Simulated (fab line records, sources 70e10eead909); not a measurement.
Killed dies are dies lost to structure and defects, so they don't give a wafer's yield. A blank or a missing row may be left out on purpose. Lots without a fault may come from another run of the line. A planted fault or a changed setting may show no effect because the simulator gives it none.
Chamber matching | flow nand_harc | NHARC_A_M0_PRE_CLEAN_31 on pecvd-01: 3 sister chambers
The step time 12 s. 6 wafers are shown with their chamber, then 10 later ones without.

WAFERS WITH THEIR CHAMBER
wafer  | chamber | heater_power_w (W)
L084.1 | 2       | 556
L092.1 | 2       | 510
L092.3 | 0       | 827
L092.6 | 1       | 680
L092.2 | 1       | 657
L092.4 | 0       | 866

WAFERS WITHOUT THEIR CHAMBER
wafer  | heater_power_w (W)
L092.5 | 502
L094.1 | 620
L094.2 | 818
L094.3 | 567
L094.4 | 823
L094.5 | 618
L094.6 | 583
L096.1 | 500
L096.2 | 612
L096.3 | 872

WHICH CHAMBER EACH WENT THROUGH
wafer  | from the rows above     | in truth
L092.5 | 2                       | 2
L094.1 | can't be placed: 1 or 2 | 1
L094.2 | 0                       | 0
L094.3 | 2                       | 2
L094.4 | 0                       | 0
L094.5 | can't be placed: 1 or 2 | 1
L094.6 | can't be placed: 2 or 1 | 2
L096.1 | 2                       | 2
L096.2 | can't be placed: 1 or 2 | 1
L096.3 | 0                       | 0
Placed correctly: 6 of 10. Can't be placed from these rows: 4 (the true chamber is among the candidates in 4). Placed wrongly: 0.
How it was worked out, from the rows above alone: a wafer's distance from a chamber is the root of the sum, over the readings, of the square of ((its reading less the chamber's mean) divided by the reading's scatter). The wafer belongs to the nearest chamber; if the next one is less than 2 further off, it can't be placed. A chamber's mean is the mean of its shown wafers. The scatter: the root of (the sum of the squares of (reading less its chamber's mean) over the shown wafers, divided by (wafers less chambers)).
